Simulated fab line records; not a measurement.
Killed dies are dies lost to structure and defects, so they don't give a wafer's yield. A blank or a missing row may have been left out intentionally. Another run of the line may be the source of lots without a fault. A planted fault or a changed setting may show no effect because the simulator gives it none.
Chamber matching	flow n5_finfet	3 sister chambers for N5_BEOL_M4_ILD_DEP_00 on pecvd-03
The step deposits SiOC from DEMS/O2, target thk 79 nm, time 15.3 s. 3 wafers are shown with their chamber, then 9 later ones without.

## EACH WAFER AND ITS CHAMBER
wafer	chamber	throttle_valve_pct (%)
L092.1	0	13.8
L092.2	1	11.0
L092.3	2	11.3

## WAFERS WITH NO CHAMBER GIVEN
wafer	throttle_valve_pct (%)
L093.2	11.0
L093.4	11.1
L093.5	11.1
L096.2	10.9
L096.4	10.9
L096.5	11.3
L097.3	11.0
L097.4	11.3
L097.5	11.0

## THE CHAMBER EACH PASSED THROUGH
wafer	from the rows above	in truth
L093.2	1	1
L093.4	can't be placed: 1 or 2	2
L093.5	can't be placed: 1 or 2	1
L096.2	1	1
L096.4	1	1
L096.5	2	2
L097.3	1	1
L097.4	2	2
L097.5	1	1
Placed correctly: 7 of 9. From these rows, 2 cannot be placed; in 2 the true chamber is one of the candidates. Number placed wrongly: 0.
How it was worked out, from the rows above alone: a wafer's distance from a chamber is the root of the sum, over the readings, of the square of ((its reading less the chamber's mean) divided by the reading's scatter). The wafer belongs to the nearest chamber; if the next one is less than 2 further off, it can't be placed. The mean given for a chamber averages the wafers shown for that chamber. The scatter: with one shown wafer a chamber, the root of the mean of the squares of how far each hidden wafer lies from its nearest shown one.
